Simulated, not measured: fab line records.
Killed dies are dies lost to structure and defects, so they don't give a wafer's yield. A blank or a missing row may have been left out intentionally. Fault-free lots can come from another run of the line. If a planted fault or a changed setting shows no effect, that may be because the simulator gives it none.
Matching of chambers ; flow n5_finfet ; N5_MOL_CONTACT_COAG_ETCHBACK_132 on rie_diel-04 has 4 sister chambers
The step etches SiO2 in CHF3, target depth 10 nm, time 6.7 s. 4 wafers are shown with their chamber, then 7 later ones without.

== EACH WAFER AND ITS CHAMBER ==
wafer;chamber;showerhead_plenum_p_Torr (Torr)
L080.1;1;2.34
L080.6;2;2.32
L085.2;3;2.51
L085.4;0;2.35

== WAFERS WITH NO CHAMBER GIVEN ==
wafer;showerhead_plenum_p_Torr (Torr)
L085.6;2.51
L089.2;2.33
L089.3;2.51
L089.6;2.31
L090.1;2.51
L090.3;2.33
L090.6;2.51

== EACH ONE'S CHAMBER ==
wafer;from the rows above;in truth
L085.6;3;3
L089.2;can't be placed: 1 or 2 or 0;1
L089.3;3;3
L089.6;2;2
L090.1;3;3
L090.3;can't be placed: 1 or 2 or 0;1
L090.6;3;3
Correct placement for 5 of the 7. From these rows, 2 cannot be placed; in 2 the true chamber is one of the candidates. Number placed wrongly: 0.
How it was worked out, from the rows above alone: a wafer's distance from a chamber is the root of the sum, over the readings, of the square of ((its reading less the chamber's mean) divided by the reading's scatter). If the next closest chamber is less than 2 further off than the closest, the wafer can't be placed; otherwise it belongs to the closest. A chamber's mean is the mean of its shown wafers. The scatter (one wafer shown for each chamber): square how far every hidden wafer sits from the nearest shown wafer, average those squares and take the square root.
